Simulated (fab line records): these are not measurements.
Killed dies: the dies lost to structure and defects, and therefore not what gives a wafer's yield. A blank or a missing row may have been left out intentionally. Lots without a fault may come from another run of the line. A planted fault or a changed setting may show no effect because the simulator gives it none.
Which of the tools did it? ; flow n5Finfet ; 27 wafers from 10 lots sampled at 5 of the route's 1938 steps

WHAT THE GAUGES READ, wafer by wafer
N5_BEOL_M4_RC_MEAS_101. Usual: DIBL_N 35.3 mV/V, standard deviation 2.5; DIBL_P 35 mV/V, standard deviation 3.3; IOFF_N 0.15 nA/um, standard deviation 0.049; IOFF_P 0.20 nA/um, standard deviation 0.056; ION_N 673 uA/um, standard deviation 16; ION_P 462 uA/um, standard deviation 10; SS_N 71.2 mV/dec, standard deviation 0.85; SS_P 73.0 mV/dec, standard deviation 0.97; VT_N 252 mV, standard deviation 4.9; VT_P -251 mV, standard deviation 5.
lot;measured;on;DIBL_N (mV/V);DIBL_P (mV/V);IOFF_N (nA/um);IOFF_P (nA/um);ION_N (uA/um);ION_P (uA/um);SS_N (mV/dec);SS_P (mV/dec);VT_N (mV);VT_P (mV);flag
L703;day 8 12:38;prober-02;34.2 31.6;33 31;0.13 0.10;0.19 0.15;673 662;461 464;70.8 70.7;72.6 71.8;251 255;-249 -252;
L706;day 9 05:55;prober-01;38.6 39.0;41 41;0.24 0.24;0.30 0.32;708 709;481 490;72.3 73.0;75.0 75.2;242 245;-244 -243;
L708;day 9 06:55;prober-02;35.2 32.3;35 32;0.13 0.09;0.17 0.13;662 655;449 454;71.6 70.1;72.9 73.1;250 256;-253 -257;
L710;day 10 03:44;prober-02;35.6 35.7 36.1;35 36 36;0.14 0.16 0.15;0.20 0.22 0.21;668 683 683;464 473 470;70.9 71.1 71.6;72.9 72.1 72.9;249 247 252;-250 -251 -248;
L711;day 10 08:30;prober-02;37.4 37.0 36.5;38 37 35;0.20 0.17 0.15;0.24 0.22 0.18;700 692 665;471 468 453;71.4 72.1 71.7;73.1 74.1 73.1;245 248 250;-251 -250 -254;
L713;day 11 02:05;prober-01;37.1 39.3 36.3;37 39 36;0.17 0.20 0.16;0.22 0.26 0.23;673 671 684;456 452 466;71.7 72.3 71.8;72.7 74.0 73.4;245 247 245;-248 -244 -248;
L716;day 12 03:50;prober-02;35.6 36.5 37.9;37 38 39;0.17 0.19 0.21;0.22 0.23 0.25;685 698 689;473 475 469;72.0 71.4 71.4;73.4 73.2 73.7;249 247 245;-248 -250 -244;
L723;day 13 04:11;prober-02;33.8 34.3 33.3;33 34 32;0.11 0.11 0.11;0.15 0.15 0.14;667 678 684;458 467 468;70.2 70.8 69.6;71.5 71.8 71.5;254 258 256;-256 -253 -257;
L725;day 13 09:18;prober-02;30.2 31.0 31.3;29 30 30;0.08 0.09 0.09;0.11 0.11 0.12;665 646 648;457 447 442;70.0 70.0 69.9;72.5 72.4 72.0;259 257 259;-258 -257 -259;
L726;day 14 06:27;prober-02;32.9 37.2 37.3;31 36 35;0.09 0.14 0.14;0.13 0.18 0.17;648 654 656;451 448 445;71.3 71.5 72.3;72.7 73.9 73.9;257 253 256;-261 -254 -256;

WHICH TOOL RAN EACH LOT (tool, then ch and the chambers of the sampled wafers, then the start)
lot;N5_BEOL_M0_SAQP_ETCH_84;N5_BEOL_M0_SAQP_HM_OPEN_112;N5_BEOL_M0_SAQP_COAT_105;N5_BEOL_M0_SAQP_ETCH_106
L703;rieDiel-02 ch 2,3, day 5 11:40;rieDiel-02 ch 2,3, day 5 11:46;lithoTrack-03 ch 0, day 5 13:49;rieDiel-03 ch 0,1, day 5 13:53
L706;rieDiel-02 ch 1,3, day 6 05:25;rieDiel-02 ch 1,3, day 6 05:31;lithoTrack-02 ch 0, day 6 07:43;rieDiel-02 ch 0,3, day 6 07:53
L708;rieDiel-01 ch 1,3, day 6 21:43;rieDiel-01 ch 1,3, day 6 21:50;lithoTrack-04 ch 0, day 6 23:58;rieDiel-02 ch 2,3, day 7 00:02
L710;rieDiel-03 ch 2,3, day 7 11:16;rieDiel-03 ch 2,3, day 7 11:22;lithoTrack-02 ch 0, day 7 13:29;rieDiel-01 ch 0,3, day 7 13:34
L711;rieDiel-03 ch 0,2,3, day 7 18:28;rieDiel-03 ch 0,2,3, day 7 18:35;lithoTrack-03 ch 0, day 7 20:35;rieDiel-02 ch 2,3, day 7 20:40
L713;rieDiel-01 ch 0,1,2, day 8 10:17;rieDiel-01 ch 0,1,2, day 8 10:23;lithoTrack-03 ch 0, day 8 12:23;rieDiel-03 ch 0,1,3, day 8 12:28
L716;rieDiel-02 ch 0,1, day 9 06:07;rieDiel-02 ch 0,1, day 9 06:13;lithoTrack-03 ch 0, day 9 08:29;rieDiel-01 ch 2,3, day 9 08:32
L723;rieDiel-01 ch 0,2, day 10 15:26;rieDiel-01 ch 0,2, day 10 15:33;lithoTrack-02 ch 0, day 10 18:20;rieDiel-03 ch 1,2, day 10 18:38
L725;rieDiel-02 ch 0,1, day 11 00:23;rieDiel-02 ch 0,1, day 11 00:29;lithoTrack-04 ch 0, day 11 02:51;rieDiel-02 ch 0,1,3, day 11 03:00
L726;rieDiel-03 ch 0,2,3, day 11 10:51;rieDiel-03 ch 0,2,3, day 11 10:58;lithoTrack-02 ch 0, day 11 13:03;rieDiel-01 ch 0,1,3, day 11 13:07
- N5_BEOL_M0_SAQP_ETCH_84: etches SOC in N2/H2, target depth 100 nm, overetch 20 nm, time 150 s.
- N5_BEOL_M0_SAQP_HM_OPEN_112: chemistry CHF3/O2, target SiO2, stops on a-Si, target depth 12 nm, time 13.5 s.
- N5_BEOL_M0_SAQP_COAT_105: time 60 s, resist thk 100 nm.
- N5_BEOL_M0_SAQP_ETCH_106: etches SOC in N2/H2, stops on SiNx, target depth 150 nm.

WHAT THE TOOLS THEMSELVES READ (means of the sampled wafers that have a number; where no wafer has one, the mark that the record gives instead)
N5_BEOL_M0_SAQP_ETCH_84. Usual: drypumpMotorCurrentA 5.6 A, standard deviation 0.4; oesProductAu 0.68 a.u., standard deviation 0.066; rfVppV 523.5 V, standard deviation 2.3; showerheadPlenumPTorr 2.52 Torr, standard deviation 0.085; throttleValvePct 18.0 %, standard deviation 0.32.
lot;tool;drypumpMotorCurrentA (A);oesProductAu (a.u.);rfVppV (V);showerheadPlenumPTorr (Torr);throttleValvePct (%);flag
L703;rieDiel-02;5.6;0.72;525.5;2.55;17.6;
L706;rieDiel-02;5.5;0.72;522.9;2.50;17.8;
L708;rieDiel-01;5.7;0.67;521.8;2.42;18.2;
L710;rieDiel-03;5.7;0.65;522.3;2.47;18.3;
L711;rieDiel-03;5.5;0.66;523.6;2.52;18.2;
L713;rieDiel-01;5.9;0.67;524.3;2.54;17.7;
L716;rieDiel-02;5.6;0.78;524.6;2.55;17.7;
L723;rieDiel-01;6.3;0.65;523.5;2.55;17.6;
L725;rieDiel-02;5.6;0.77;523.3;2.55;17.7;
L726;rieDiel-03;5.5;0.72;523.2;2.51;18.1;

N5_BEOL_M0_SAQP_HM_OPEN_112. Usual: drypumpMotorCurrentA 5.6 A, standard deviation 0.4; oes_ar_750_au 0.76 a.u., standard deviation 0.072; oesProductAu 0.50 a.u., standard deviation 0.049; rfVppV 522 V, standard deviation 12; showerheadPlenumPTorr 2.39 Torr, standard deviation 0.074; throttleValvePct 18.96 %, standard deviation 0.26.
lot;tool;drypumpMotorCurrentA (A);oes_ar_750_au (a.u.);oesProductAu (a.u.);rfVppV (V);showerheadPlenumPTorr (Torr);throttleValvePct (%);flag
L703;rieDiel-02;5.7;0.79;0.54;526;2.44;18.80;
L706;rieDiel-02;5.5;0.81;0.53;523;2.39;18.91;
L708;rieDiel-01;5.7;0.76;0.48;526;2.29;19.09;
L710;rieDiel-03;5.6;0.72;0.47;508;2.33;19.16;
L711;rieDiel-03;5.5;0.74;0.49;516;2.38;19.11;
L713;rieDiel-01;5.9;0.75;0.49;537;2.39;18.69;
L716;rieDiel-02;5.6;0.87;0.57;523;2.43;18.74;
L723;rieDiel-01;6.3;0.73;0.49;535;2.41;18.63;
L725;rieDiel-02;5.6;0.86;0.56;523;2.43;18.74;
L726;rieDiel-03;5.5;0.79;0.52;514;2.37;19.00;

N5_BEOL_M0_SAQP_COAT_105. Usual: plateTempC 250.00 C, standard deviation 0.17; spinSpeedRpm 1500.0 rpm, standard deviation 0.85.
lot;tool;plateTempC (C);spinSpeedRpm (rpm);flag
L703;lithoTrack-03;249.91;1501.4;
L706;lithoTrack-02;250.15;1499.8;
L708;lithoTrack-04;250.12;1500.7;
L710;lithoTrack-02;250.05;1500.0;
L711;lithoTrack-03;250.12;1499.4;
L713;lithoTrack-03;250.11;1828.0;OFF
L716;lithoTrack-03;249.97;1827.9;OFF
L723;lithoTrack-02;250.00;1501.3;
L725;lithoTrack-04;249.83;1499.4;
L726;lithoTrack-02;250.08;1500.1;

N5_BEOL_M0_SAQP_ETCH_106. Usual: drypumpMotorCurrentA 5.6 A, standard deviation 0.4; oesProductAu 0.75 a.u., standard deviation 0.077; rfVppV 240.5 V, standard deviation 1.2; showerheadPlenumPTorr 2.53 Torr, standard deviation 0.082; throttleValvePct 18.0 %, standard deviation 0.32.
lot;tool;drypumpMotorCurrentA (A);oesProductAu (a.u.);rfVppV (V);showerheadPlenumPTorr (Torr);throttleValvePct (%);flag
L703;rieDiel-03;5.2;0.72;240.9;2.60;18.3;
L706;rieDiel-02;5.4;0.74;240.7;2.59;17.7;
L708;rieDiel-02;5.7;0.77;241.5;2.55;17.6;
L710;rieDiel-01;6.3;0.74;240.2;2.48;17.8;
L711;rieDiel-02;5.7;0.75;240.3;2.54;17.7;
L713;rieDiel-03;5.2;0.71;240.5;2.54;18.2;
L716;rieDiel-01;6.1;0.72;240.2;2.49;18.1;
L723;rieDiel-03;5.3;0.75;240.0;2.50;18.2;
L725;rieDiel-02;5.5;0.82;240.2;2.53;17.7;
L726;rieDiel-01;5.9;0.72;239.5;2.45;18.0;

THE ANSWER, worked out from the rows above alone
Rule: a lot is off if the mean of its wafers that have a number lies more than 3 standard deviations from the usual mean. A lot without any number at a reading at which 4 lots or more have one is off too. Where the step has rows for the other lots, those lots are counted as sound. First the gauges in route order, then the tools' own readings, where a lot's mean is used as printed above. The first step at which some lot is off is used, and at that step the reading that is off furthest; a lot without a number counts as furthest.
Off at N5_BEOL_M0_SAQP_COAT_105 (spinSpeedRpm): L713, L716.
If a tool, at that step or one of the process steps before it, ran each lot that is off and ran no sound lot following the first of them, it fits. One fits: lithoTrack-03 at N5_BEOL_M0_SAQP_COAT_105. A fault onset in the window from L711 (day 7 20:35, its last sound lot) to L713 (day 8 12:23, its first lot off) fits.
On the lots that are off, the tool's own readings at N5_BEOL_M0_SAQP_COAT_105 differ by more than 5 times the standard deviation of the sound lots' means, which bears it out; spinSpeedRpm reads 1828.0 rpm there versus 1500.3 rpm on the sound lots.

WHAT HAD BEEN PUT IN BY THE SIMULATOR
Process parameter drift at N5_BEOL_M0_SAQP_COAT_105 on lithoTrack-03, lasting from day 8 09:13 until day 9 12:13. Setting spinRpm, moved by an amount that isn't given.
Struck lots among those shown: L713, L716. The same result came from the rule above.
